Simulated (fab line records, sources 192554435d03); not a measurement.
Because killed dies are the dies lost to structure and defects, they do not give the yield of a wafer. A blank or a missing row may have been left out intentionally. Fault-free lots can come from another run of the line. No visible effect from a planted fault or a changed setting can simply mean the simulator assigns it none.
fab line records	flow n5Finfet
record lots=7	wafers=21
route steps=1938 shown BEOL_M7@1299 BEOL_M8@1398 BEOL_M9@1401 BEOL_M10@1488 BEOL_M12@1602
startH: start of the lot's first displayed wafer, in hours after the record's first day	waitH: time in hours since the lot's previous step	" as in the row above	L1.1+2: one row covering several wafers at once	- value missing, or start not given	* or withheld: withheld	< > ~ a bound
route shown NAME@n: a module of which the file shows steps, and the number in the route of the first	usual: mean/standard deviation of fault-free wafers	same: alike in all rows	chamber/n: place in a boat	sites: readings site by site	_std_site: their standard deviation	_edge_site: inner sites' mean taken away from outer sites' mean	radiusMm: for every site, how far away it sits from the centre of the wafer	mask NAME#n: copy n	behind: the tool/chamber that last shaped the wafer	hold: why the lot was held/for how many hours/how that ended	device: the transistor (n, p or np) that didn't switch	end of line: tests of these same wafers at the route's end	a step with no rows: only its recipe	killed: dies that structure and defects cost at the first sort, which is not the same as the wafer's yield	map: a wafer's dies, x killed, . not, _ none there
set.NAME: setting as actually run; set.NAME@STEP: the setting as run at that earlier step	model.NAME: the simulator's own value behind a step, which no gauge read
lots run with intentionally changed settings; tables by step, rows by wafer
## steps
# step N5_BEOL_M7_DESCUM_33
# recipe chemistry=O2	timeS=7	sourcePowerW=50	biasPowerW=20	pressureMtorr=20	rfFrequencyHz=2.712e+07	tempC=40	resist=CAR-EUV	o2FlowSccm=225
lot.wafer	tool	chamber	startH	waitH	set.timeS	model.CAR-EUV_of_BEOL_M7_COAT_22.thkNm
L074.2	rieDiel-03	0	190.75	0.1	7	26
L074.4+6	"	2,0	"	"	8.421	25.2
L075.1	rieDiel-03	3	202.17	0.4	7	26
L075.4+5	"	2,0	"	"	7	26.2
L078.1+3+6	rieDiel-01	2,1,2	262.34	0.3	7	26.2
L089.1+4	rieDiel-01	3,1	306.70	0.0	7	26
L089.3	"	2	"	"	7	25.8
L090.4	rieDiel-03	0	310.18	0.7	7.992	25.6
L090.5	"	3	"	"	7	26.2
L090.6	"	1	"	"	7	26.4
L091.2+4	rieDiel-02	1,3	326.32	0.1	8.176	25.6
L091.3	"	2	"	"	7	26
L096.1	rieDiel-02	2	349.46	0.0	7	25.8
L096.3	"	0	"	"	6.505	26.4
L096.5	"	0	"	"	6.505	26.2
# step N5_BEOL_M7_ETCH_72
# recipe chemistry=N2/H2	target=underlayer	targetDepthA=65	maskMaterial=CAR-EUV	timeS=5.2	ionEnergyEv=200	pressureMtorr=30	sourceW=840	biasW=150	n2FlowSccm=200	h2FlowSccm=200	ends=cleared
lot.wafer	tool	chamber	startH	waitH	set.spinRpm@BEOL_M7_COAT_71	model.etch.depthNm
L074.2	rieDiel-03	0	190.79	0.0	1500	5.024
L074.4	"	2	"	"	1500	5.006
L074.6	"	0	"	"	1500	4.996
L075.1	rieDiel-03	3	202.21	0.0	1345	5.274
L075.4	"	2	"	"	1500	4.985
L075.5	"	0	"	"	1345	5.266
L078.1	rieDiel-01	2	262.37	0.0	1500	5.027
L078.3	"	1	"	"	1500	5.024
L078.6	"	2	"	"	1598	4.851
L089.1	rieDiel-01	3	306.74	0.0	1500	4.972
L089.3	"	2	"	"	1500	4.989
L089.4	"	1	"	"	1500	4.98
L090.4	rieDiel-03	0	310.20	0.0	1500	4.968
L090.5	"	3	"	"	1500	4.991
L090.6	"	1	"	"	1500	4.969
L091.2	rieDiel-02	1	326.35	0.0	1410	5.144
L091.3	"	2	"	"	1410	5.158
L091.4	"	3	"	"	1500	5
L096.1	rieDiel-02	2	349.49	0.0	1500	5.002
L096.3+5	"	0	"	"	1500	5.011
# step N5_BEOL_M7_ETCH_65
# recipe chemistry=CF4	target=SiARC	targetDepthA=156	maskMaterial=CAR-EUV	timeS=26	ionEnergyEv=80	pressureMtorr=40	sourceW=545	biasW=36	Ar_flow_sccm=100	cf4FlowSccm=100	ends=cleared
# step N5_BEOL_M7_ETCH_66
# recipe chemistry=N2/H2	target=SOC	targetDepthA=800	overetchA=160	maskMaterial=SiARC	tempC=40	timeS=120	ionEnergyEv=200	pressureMtorr=30	sourceW=840	biasW=150	n2FlowSccm=200	h2FlowSccm=200
# step N5_BEOL_M7_PRECLEAN_42
# recipe chemistry=residueRemover	timeS=60	tempC=40
# step N5_BEOL_M7_SRD_43
# recipe timeS=30	tempC=23	rinseLiquid=diw	dry=ipaMarangoni
# step N5_BEOL_M7_CD_MEAS_35
# recipe targetCdNm=40	polarity=opening
# usual cdNm=40.6/0.7
lot.wafer	tool	chamber	startH	waitH	set.doseMj@BEOL_M7_EXPOSE_08	cdNm
L074.2	cdSem-03	-	191.34	0.0	72.35	43.3
L074.4	"	-	"	"	72.35	44.7
L074.6	"	-	"	"	68.25	41.7
L075.1	cdSem-03	-	202.75	0.0	73.08	44.5
L075.4	"	-	"	"	68.25	40.9
L075.5	"	-	"	"	68.25	41.3
L078.1	cdSem-01	-	262.92	0.0	71.43	42.3
L078.3	"	-	"	"	68.25	39.4
L078.6	"	-	"	"	68.25	40.7
L090.4	cdSem-01	-	310.74	0.0	68.25	40.9
L090.5	"	-	"	"	68.25	41.0
L090.6	"	-	"	"	68.25	40.9
L089.1	cdSem-03	-	316.31	0.0	68.25	41.4
L089.3	"	-	"	"	68.25	39.9
L089.4	"	-	"	"	68.25	39.8
L091.2	cdSem-02	-	326.90	0.0	68.25	39.6
L091.3	"	-	"	"	66.19	39.6
L091.4	"	-	"	"	68.25	39.8
L096.1	cdSem-01	-	350.04	0.0	68.25	39.6
L096.3	"	-	"	"	72.14	43.5
L096.5	"	-	"	"	72.14	43.3
# step N5_BEOL_M8_DEP_56
# recipe material=SiCN	targetThkA=100	tempC=withheld	precursor=3MS/NH3	pressureTorr=3	rfW=202	timeS=17.5
lot.wafer	tool	chamber	startH	waitH	set.timeS	model.SiCN_of_BEOL_M8_DEP_56.thkNm
L074.2+6	pecvd-04	1,2	200.32	0.0	16.2	9
L074.4	"	1	"	"	16.2	9.2
L075.1	pecvd-04	0	217.67	0.0	15.69	9
L075.4+5	"	0	"	"	17.5	10.2
L078.1+6	pecvd-04	2,1	274.92	0.0	17.5	10
L078.3	"	0	"	"	17.5	9.8
L090.4	pecvd-03	1	325.02	0.0	19.91	11.2
L090.5	"	2	"	"	19.91	11
L090.6	"	0	"	"	17.5	9.6
L089.1+4	pecvd-01	0,1	333.96	0.0	17.5	10
L089.3	"	1	"	"	17.5	9.8
L091.2+3	pecvd-01	2,1	338.92	0.0	17.5	9.8
L091.4	"	0	"	"	17.5	10
L096.1+3+5	pecvd-03	0,2,0	362.01	0.0	17.5	10
# step N5_BEOL_M9_ILD_DEP_00
# recipe material=SiCOH_lowk	targetThkA=3085.1	tempC=300	precursor=DEMS/porogen	pressureTorr=5	rfW=500	timeS=58
lot.wafer	tool	chamber	startH	waitH	set.timeS	model.SiCOH_lowk_of_BEOL_M9_ILD_DEP_00.thkNm
L074.2	pecvd-03	1	200.45	0.0	58	311.2
L074.4	"	2	"	"	58	307.2
L074.6	"	1	"	"	58	312.8
L075.1	pecvd-04	2	217.82	0.0	58	297.2
L075.4	"	0	"	"	50.16	261.6
L075.5	"	0	"	"	50.16	259.8
L078.1	pecvd-02	0	275.05	0.0	58	301.6
L078.3	"	1	"	"	58	306.4
L078.6	"	0	"	"	51.82	274.4
L090.4	pecvd-02	0	325.16	0.1	58	306.4
L090.5	"	1	"	"	54.77	294.4
L090.6	"	2	"	"	58	310.6
L089.1	pecvd-03	2	334.09	0.0	58	315.4
L089.3	"	0	"	"	58	302.8
L089.4	"	0	"	"	58	302.6
L091.2	pecvd-03	0	339.06	0.0	52.21	271.6
L091.3	"	1	"	"	58	308.6
L091.4	"	2	"	"	58	316
L096.1	pecvd-02	2	362.14	0.0	58	307.4
L096.3	"	0	"	"	60.58	320.4
L096.5	"	0	"	"	58	311.8
# step N5_BEOL_M9_CURE_71
# recipe tempC=385	timeS=240	ambient=He/Ar	material=SiCOH_lowk
lot.wafer	tool	chamber	startH	waitH	set.timeS@BEOL_M9_ILD_DEP_00	model.SiCOH_lowk_of_BEOL_M9_ILD_DEP_00.thkNm
L074.2	uvCure-02	0	200.61	0.1	58	270.4
L074.4	"	0	"	"	58	267
L074.6	"	0	"	"	58	271.8
L075.1	uvCure-01	0	217.93	0.1	58	258
L075.4	"	0	"	"	50.16	226.8
L075.5	"	0	"	"	50.16	225.2
L078.1	uvCure-03	2	275.13	0.0	58	261.8
L078.3	"	2	"	"	58	266.2
L078.6	"	2	"	"	51.82	238
L090.4	uvCure-01	0	325.45	0.3	58	266
L090.5	"	0	"	"	54.77	255.4
L090.6	"	0	"	"	58	269.8
L089.1	uvCure-02	2	334.17	0.0	58	274
L089.3	"	2	"	"	58	263
L089.4	"	2	"	"	58	262.8
L091.2	uvCure-02	2	339.21	0.1	52.21	235.6
L091.3	"	2	"	"	58	268
L091.4	"	2	"	"	58	274.8
L096.1	uvCure-01	1	362.22	0.0	58	267
L096.3	"	1	"	"	60.58	278.4
L096.5	"	1	"	"	58	270.8
# step N5_BEOL_M9_THK_MEAS_01
# recipe reads=SiCOH_lowk_of_BEOL_M9_ILD_DEP_00
# usual M9_ILD_THK=266/3.9
lot.wafer	tool	chamber	startH	waitH	set.timeS@BEOL_M9_ILD_DEP_00	M9_ILD_THK[nm]
L074.2	filmMetro-01	-	201.04	0.4	58	270
L074.4	"	-	"	"	58	267
L074.6	"	-	"	"	58	272
L075.1	filmMetro-01	-	218.44	0.4	58	258
L075.4	"	-	"	"	50.16	227
L075.5	"	-	"	"	50.16	225
L078.1	filmMetro-01	-	275.65	0.4	58	262
L078.3	"	-	"	"	58	266
L078.6	"	-	"	"	51.82	238
L090.4	filmMetro-02	-	325.72	0.2	58	266
L090.5	"	-	"	"	54.77	256
L090.6	"	-	"	"	58	270
L089.1	filmMetro-02	-	334.69	0.4	58	274
L089.3	"	-	"	"	58	263
L089.4	"	-	"	"	58	263
L091.2	filmMetro-01	-	339.65	0.4	52.21	236
L091.3	"	-	"	"	58	268
L091.4	"	-	"	"	58	275
L096.1	filmMetro-02	-	362.73	0.4	58	267
L096.3	"	-	"	"	60.58	279
L096.5	"	-	"	"	58	271
# step N5_BEOL_M9_ETCH_65
# recipe chemistry=CF4	target=SiARC	targetDepthA=156	maskMaterial=CAR-EUV	timeS=26	ionEnergyEv=80	pressureMtorr=40	sourceW=545	biasW=36	Ar_flow_sccm=100	cf4FlowSccm=100	ends=cleared
# usual rfVppV=184.2/1.2
lot.wafer	tool	chamber	startH	waitH	set.biasW	rfVppV
L074.2	rieDiel-03	1	213.98	0.0	36	183.5
L074.4	"	0	"	"	36	185.9
L074.6	"	0	"	"	36	185.1
L075.1	rieDiel-01	3	223.52	0.0	36	185.0
L075.4	"	2	"	"	42.08	204.1
L075.5	"	2	"	"	36	186.2
L078.1	rieDiel-03	2	277.84	0.0	36	183.5
L078.3	"	1	"	"	36	185.7
L078.6	"	0	"	"	36	184.6
L090.4	rieDiel-02	1	331.08	0.0	41.76	200.4
L090.5	"	2	"	"	36	186.1
L090.6	"	3	"	"	36	181.5
L089.1	rieDiel-01	2	337.72	0.0	36	183.6
L089.3	"	1	"	"	36	182.8
L089.4	"	3	"	"	36	182.9
L091.2	rieDiel-01	0	342.50	0.0	36	183.9
L091.3	"	2	"	"	36	184.2
L091.4	"	1	"	"	41.02	199.0
L096.1	rieDiel-01	0	364.48	0.0	36	183.3
L096.3	"	3	"	"	36	183.7
L096.5	"	0	"	"	39.35	196.0
# step N5_BEOL_M9_TRENCH_ETCH_37
# recipe chemistry=C4F6/O2	targetDepthA=1514.3	target=SiCOH_lowk	timeS=49	ionEnergyEv=250	pressureMtorr=30	sourceW=345	biasW=185	Ar_flow_sccm=300	C4F6_flow_sccm=10	O2_flow_sccm=10
# usual rfVppV=671/21
lot.wafer	tool	chamber	startH	waitH	set.sourceW	rfVppV
L074.2	rieDiel-03	1	-	-	293.8	748
L074.4	"	0	"	"	345	677
L074.6	"	0	"	"	293.8	736
L075.1	rieDiel-01	3	-	-	293	727
L075.4	"	2	"	"	345	680
L075.5	"	2	"	"	293	740
L078.1	rieDiel-03	2	-	-	345	682
L078.3	"	1	"	"	345	689
L078.6	"	0	"	"	292.4	736
L090.4	rieDiel-02	1	-	-	345	648
L090.5	"	2	"	"	345	681
L090.6	"	3	"	"	345	707
L089.1	rieDiel-01	2	-	-	345	678
L089.3	"	1	"	"	345	667
L089.4	"	3	"	"	345	667
L091.2	rieDiel-01	0	-	-	293.7	713
L091.3	"	2	"	"	345	681
L091.4	"	1	"	"	293.7	724
L096.1	rieDiel-01	0	-	-	345	655
L096.3	"	3	"	"	345	667
L096.5	"	0	"	"	345	655
# step N5_BEOL_M10_ETCH_62
# recipe chemistry=N2/H2	target=SOC	targetDepthA=1100	overetchA=220	maskMaterial=SiARC	tempC=40	timeS=165	ionEnergyEv=200	pressureMtorr=30	sourceW=840	biasW=150	n2FlowSccm=200	h2FlowSccm=200
lot.wafer	tool	chamber	startH	waitH	set.timeS
L074.2+6	rieDiel-06	0,3	220.18	0.0	192.1
L074.4	"	1	"	"	165
L075.1+5	rieDiel-06	2,3	229.00	0.0	165
L075.4	"	1	"	"	174.3
L078.1+6	rieDiel-05	0,2	282.62	0.0	165
L078.3	"	1	"	"	189.5
L090.4+6	rieDiel-04	1,2	337.54	0.1	144.5
L090.5	"	3	"	"	165
L089.1+3+4	rieDiel-05	3,1,0	344.54	0.0	165
L091.2+3	rieDiel-05	1,0	347.66	0.0	201.9
L091.4	"	3	"	"	165
L096.1+3	rieDiel-04	1,3	371.18	0.0	176.6
L096.5	"	1	"	"	165
# step N5_BEOL_M10_STRIP_68
# recipe chemistry=N2/H2	tempC=40	n2FlowSccm=200	h2FlowSccm=200	rfFrequencyHz=6e+07
# step N5_BEOL_M10_STRIP_67
# recipe chemistry=CF4	resist=SiARC	powerW=300	biasPowerW=75	pressureMtorr=50	cf4FlowSccm=150	rfFrequencyHz=6e+07
# step N5_BEOL_M10_HM_OPEN_17
# recipe chemistry=Cl2/BCl3	targetDepthA=200	overetchA=60	target=TiN	maskMaterial=SOC	ionEnergyEv=150	pressureMtorr=10	icpW=1000	biasW=126	Cl2_flow_sccm=53.25	bcl3FlowSccm=21.75	Ar_flow_sccm=25
lot.wafer	tool	chamber	startH	waitH	set.timeS@BEOL_M10_ETCH_62	model.etch.depthNm
L074.2	rieMetal-01	1	220.37	0.0	192.1	17.45
L074.4	"	1	"	"	165	20.07
L074.6	"	1	"	"	192.1	17.25
L075.1	rieMetal-03	0	229.18	0.0	165	20.47
L075.4	"	0	"	"	174.3	19.18
L075.5	"	0	"	"	165	20.57
L078.1	rieMetal-03	0	282.81	0.0	165	19.96
L078.3	"	0	"	"	189.5	17.74
L078.6	"	1	"	"	165	20.19
L090.4	rieMetal-02	0	337.69	0.1	144.5	20.03
L090.5	"	1	"	"	165	19.85
L090.6	"	0	"	"	144.5	19.7
L089.1	rieMetal-03	0	344.72	0.0	165	20.56
L089.3	"	1	"	"	165	20.09
L089.4	"	0	"	"	165	20.16
L091.2	rieMetal-03	0	347.85	0.0	201.9	16.55
L091.3	"	1	"	"	201.9	16.95
L091.4	"	0	"	"	165	20.23
L096.1	rieMetal-02	0	371.37	0.0	176.6	18.61
L096.3	"	0	"	"	176.6	18.72
L096.5	"	0	"	"	165	20.04
# step N5_BEOL_M10_EXPOSE_25
# recipe maskId=V9	na=1.35	sourceShape=annular	sigmaInner=0.5	sigmaOuter=0.8	polarization=unpolarized	doseMj=85.5
lot.wafer	tool	chamber	startH	waitH	mask	set.doseMj
L074.2	arfiScanner-02	0	223.56	-	V9#0	87.35
L074.4+6	"	0	"	"	V9#0	85.5
L075.1+4	arfiScanner-01	0	231.77	-	V9#0	85.5
L075.5	"	0	"	"	V9#0	81.21
L078.1+3	arfiScanner-02	0	283.31	-	V9#0	85.5
L078.6	"	0	"	"	V9#0	83.61
L090.4+5	arfiScanner-03	0	339.57	-	V9#0	85.5
L090.6	"	0	"	"	V9#0	88.56
L089.1+3+4	arfiScanner-02	0	345.85	-	V9#0	85.5
L091.2+3+4	arfiScanner-01	0	349.00	-	V9#0	85.5
L096.1	arfiScanner-03	0	374.40	-	V9#0	85.5
L096.3+5	"	0	"	"	V9#0	91.62
# step N5_BEOL_M10_PEB_26
# recipe pebTempC=withheld	pebTimeS=60	resist=CAR-ArF
# step N5_BEOL_M10_DEVELOP_27
# recipe developTimeS=30	developer=TMAH	resist=CAR-ArF	rinseLiquid=diw	dry=airSpin	devTempC=23
# step N5_BEOL_M10_CD_MEAS_28
# recipe targetCdNm=70	landingEnergyEv=500	detector=seInlens	polarity=opening
# usual cdNm=70.8/1
lot.wafer	tool	chamber	startH	waitH	set.doseMj@BEOL_M10_EXPOSE_25	cdNm
L074.2	cdSem-01	0	223.68	-	87.35	73.1
L074.4	"	0	"	"	85.5	70.4
L074.6	"	0	"	"	85.5	71.4
L075.1	cdSem-03	0	231.90	-	85.5	70.3
L075.4	"	0	"	"	85.5	70.0
L075.5	"	0	"	"	81.21	66.3
L078.1	cdSem-01	0	283.44	-	85.5	70.9
L078.3	"	0	"	"	85.5	70.2
L078.6	"	0	"	"	83.61	69.0
L090.4	cdSem-02	0	339.68	-	85.5	69.4
L090.5	"	0	"	"	85.5	69.6
L090.6	"	0	"	"	88.56	75.3
L089.1	cdSem-01	0	345.98	-	85.5	71.0
L089.3	"	0	"	"	85.5	71.8
L089.4	"	0	"	"	85.5	72.7
L091.2	cdSem-02	0	349.13	-	85.5	71.3
L091.3	"	0	"	"	85.5	69.9
L091.4	"	0	"	"	85.5	70.5
L096.1	cdSem-01	0	374.53	-	85.5	71.1
L096.3	"	0	"	"	91.62	76.3
L096.5	"	0	"	"	91.62	77.4
# step N5_BEOL_M10_DEP_56
# recipe material=SiCN	targetThkA=150	tempC=withheld	precursor=3MS/NH3	pressureTorr=3	rfW=202	timeS=26.5
lot.wafer	tool	chamber	startH	waitH	set.timeS	model.SiCN_of_BEOL_M10_DEP_56.thkNm
L074.2	pecvd-01	0	226.96	0.0	30.12	17.4
L074.4	"	0	"	"	30.12	17.6
L074.6	"	2	"	"	26.5	15.6
L075.1	pecvd-02	1	236.93	0.0	26.5	15.2
L075.4	"	0	"	"	26.5	15.6
L075.5	"	1	"	"	22.96	13.4
L078.1+6	pecvd-02	1,2	287.94	0.0	26.5	15.2
L078.3	"	2	"	"	26.5	14.8
L090.4	pecvd-01	0	344.21	0.0	24.02	13.8
L090.5	"	1	"	"	26.5	15
L090.6	"	2	"	"	26.5	15.2
L089.1	pecvd-02	2	351.39	0.0	26.5	14.4
L089.3	"	0	"	"	26.5	14.6
L089.4	"	0	"	"	26.5	15
L091.2+3	pecvd-03	0,2	353.01	0.0	26.5	14.6
L091.4	"	2	"	"	24.46	13.6
L096.1	pecvd-01	1	377.52	0.0	26.5	14.6
L096.3	"	2	"	"	26.5	14.8
L096.5	"	0	"	"	26.5	15.4
# step N5_BEOL_M12_ILD_DEP_00
# recipe material=SiOC	targetThkA=6589.2	tempC=350	precursor=DEMS/O2	pressureTorr=5	rfW=500	timeS=130.7
lot.wafer	tool	chamber	startH	waitH	set.timeS	model.SiOC_of_BEOL_M12_ILD_DEP_00.thkNm
L074.2	pecvd-01	0	236.77	0.0	149.9	727.8
L074.4	"	0	"	"	130.7	654.2
L074.6	"	2	"	"	130.7	654.4
L075.1	pecvd-04	0	252.20	0.0	140.8	695.4
L075.4	"	0	"	"	130.7	653
L075.5	"	1	"	"	130.7	659.4
L078.1	pecvd-03	2	298.06	0.0	130.7	654.2
L078.3	"	1	"	"	130.7	655
L078.6	"	1	"	"	121	617.8
L090.4	pecvd-03	1	354.28	0.1	130.7	661.2
L090.5	"	2	"	"	124.1	635.2
L090.6	"	0	"	"	130.7	662
L089.1	pecvd-04	0	360.59	0.0	130.7	650.4
L089.3	"	1	"	"	130.7	652.2
L089.4	"	2	"	"	130.7	659.4
L091.2	pecvd-01	0	362.95	0.0	124.3	623
L091.3	"	1	"	"	130.7	664.4
L091.4	"	1	"	"	124.3	636.8
L096.1	pecvd-04	2	386.55	0.0	130.7	641.2
L096.3	"	0	"	"	130.7	654.4
L096.5	"	2	"	"	117.5	582.8
# step N5_BEOL_M12_THK_MEAS_01
# recipe reads=SiOC_of_BEOL_M12_ILD_DEP_00
# usual M12_ILD_THK=656/8.4
lot.wafer	tool	chamber	startH	waitH	set.timeS@BEOL_M12_ILD_DEP_00	M12_ILD_THK[nm]
L074.2	filmMetro-02	-	236.90	0.1	149.9	729
L074.4	"	-	"	"	130.7	654
L074.6	"	-	"	"	130.7	655
L075.1	filmMetro-02	-	252.33	0.1	140.8	695
L075.4	"	-	"	"	130.7	653
L075.5	"	-	"	"	130.7	659
L078.1	filmMetro-02	-	298.19	0.1	130.7	654
L078.3	"	-	"	"	130.7	655
L078.6	"	-	"	"	121	618
L090.4	filmMetro-02	-	354.36	0.0	130.7	661
L090.5	"	-	"	"	124.1	635
L090.6	"	-	"	"	130.7	662
L089.1	filmMetro-02	-	360.72	0.1	130.7	650
L089.3	"	-	"	"	130.7	652
L089.4	"	-	"	"	130.7	659
L091.2	filmMetro-02	-	363.17	0.2	124.3	623
L091.3	"	-	"	"	130.7	665
L091.4	"	-	"	"	124.3	637
L096.1	filmMetro-01	-	386.73	0.1	130.7	641
L096.3	"	-	"	"	130.7	654
L096.5	"	-	"	"	117.5	583
## key
split step=N5_BEOL_M7_DESCUM_33	setting=timeS	stated=7	by=wafer
response step=N5_BEOL_M7_DESCUM_33	reading=model.CAR-EUV_of_BEOL_M7_COAT_22.thkNm	change=-0.0385	per=1%	r=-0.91
split step=N5_BEOL_M8_DEP_56	setting=timeS	stated=17.5	by=wafer
response step=N5_BEOL_M8_DEP_56	reading=model.SiCN_of_BEOL_M8_DEP_56.thkNm	change=+0.111	per=1%	r=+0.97
split step=N5_BEOL_M9_ILD_DEP_00	setting=timeS	stated=58	by=wafer
response step=N5_BEOL_M9_ILD_DEP_00	reading=model.SiCOH_lowk_of_BEOL_M9_ILD_DEP_00.thkNm	change=+3	per=1%	r=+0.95
response step=N5_BEOL_M9_CURE_71	reading=model.SiCOH_lowk_of_BEOL_M9_ILD_DEP_00.thkNm	change=+2.64	per=1%	r=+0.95
response step=N5_BEOL_M9_THK_MEAS_01	reading=M9_ILD_THK	change=+2.65	per=1%	r=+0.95
split step=N5_BEOL_M9_ETCH_65	setting=biasW	stated=36	by=wafer
response step=N5_BEOL_M9_ETCH_65	reading=rfVppV	change=+1.1	per=1%	r=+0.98
split step=N5_BEOL_M9_TRENCH_ETCH_37	setting=sourceW	stated=345	by=wafer
response step=N5_BEOL_M9_TRENCH_ETCH_37	reading=rfVppV	change=-3.41	per=1%	r=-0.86
split step=N5_BEOL_M10_ETCH_62	setting=timeS	stated=165	by=wafer
response step=N5_BEOL_M10_HM_OPEN_17	reading=model.etch.depthNm	change=-0.142	per=1%	r=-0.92
split step=N5_BEOL_M10_EXPOSE_25	setting=doseMj	stated=85.5	by=wafer
response step=N5_BEOL_M10_CD_MEAS_28	reading=cdNm	change=+0.905	per=1%	r=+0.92
split step=N5_BEOL_M10_DEP_56	setting=timeS	stated=26.5	by=wafer
response step=N5_BEOL_M10_DEP_56	reading=model.SiCN_of_BEOL_M10_DEP_56.thkNm	change=+0.142	per=1%	r=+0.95
split step=N5_BEOL_M12_ILD_DEP_00	setting=timeS	stated=130.7	by=wafer
response step=N5_BEOL_M12_ILD_DEP_00	reading=model.SiOC_of_BEOL_M12_ILD_DEP_00.thkNm	change=+5.42	per=1%	r=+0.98
response step=N5_BEOL_M12_THK_MEAS_01	reading=M12_ILD_THK	change=+5.42	per=1%	r=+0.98
split outsideThisFile step=N5_BEOL_M7_EXPOSE_08 setting=doseMj
split outsideThisFile step=N5_BEOL_M7_COAT_71 setting=spinRpm
# split outsideThisFile: this setting was split too, and the file shows its column; the key of that split is in another file
